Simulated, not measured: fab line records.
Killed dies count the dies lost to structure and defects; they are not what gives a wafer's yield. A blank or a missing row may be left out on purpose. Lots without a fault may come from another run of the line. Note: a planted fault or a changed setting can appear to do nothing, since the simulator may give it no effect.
Matching of chambers || flow n5 finfet || N5_DUMMY_GATE_HM_OPEN_21 on rie diel-05: 4 sister chambers
The step chemistry CH3F/O2, target SiNx, target depth 120 nm, time 171.4 s. 4 wafers are shown with their chamber, then 8 later ones without.

## EACH WAFER AND ITS CHAMBER
{"wafer": "L081.2", "chamber": 1, "showerhead plenum p Torr (Torr)": 1.92}
{"wafer": "L081.3", "chamber": 0, "showerhead plenum p Torr (Torr)": 1.99}
{"wafer": "L085.5", "chamber": 2, "showerhead plenum p Torr (Torr)": 2.03}
{"wafer": "L089.1", "chamber": 3, "showerhead plenum p Torr (Torr)": 2.05}

## WAFERS WITHOUT THEIR CHAMBER
{"wafer": "L089.2", "showerhead plenum p Torr (Torr)": 1.99}
{"wafer": "L089.6", "showerhead plenum p Torr (Torr)": 2.03}
{"wafer": "L096.3", "showerhead plenum p Torr (Torr)": 1.98}
{"wafer": "L096.4", "showerhead plenum p Torr (Torr)": 2.03}
{"wafer": "L096.5", "showerhead plenum p Torr (Torr)": 1.98}
{"wafer": "L097.2", "showerhead plenum p Torr (Torr)": 1.98}
{"wafer": "L097.4", "showerhead plenum p Torr (Torr)": 1.91}
{"wafer": "L097.5", "showerhead plenum p Torr (Torr)": 2.04}

## WHICH CHAMBER EACH ONE RAN IN
{"wafer": "L089.2", "from the rows above": 0, "in truth": 0}
{"wafer": "L089.6", "from the rows above": 2, "in truth": 2}
{"wafer": "L096.3", "from the rows above": 0, "in truth": 0}
{"wafer": "L096.4", "from the rows above": 2, "in truth": 2}
{"wafer": "L096.5", "from the rows above": 0, "in truth": 0}
{"wafer": "L097.2", "from the rows above": 0, "in truth": 0}
{"wafer": "L097.4", "from the rows above": 1, "in truth": 1}
{"wafer": "L097.5", "from the rows above": "can't be placed: 3 or 2", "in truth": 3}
Correct placement for 7 of the 8. Can't be placed from these rows: 1 (the true chamber is among the candidates in 1). Wrongly placed: 0.
How it was worked out, from the rows above alone: a wafer's distance from a chamber is the root of the sum, over the readings, of the square of ((its reading less the chamber's mean) divided by the reading's scatter). If the next closest chamber is less than 2 further off than the closest, the wafer can't be placed; otherwise it belongs to the closest. Each chamber's mean is taken over the wafers shown for it. The scatter: root of mean squared gap, hidden wafer to nearest shown wafer, with one shown wafer a chamber.
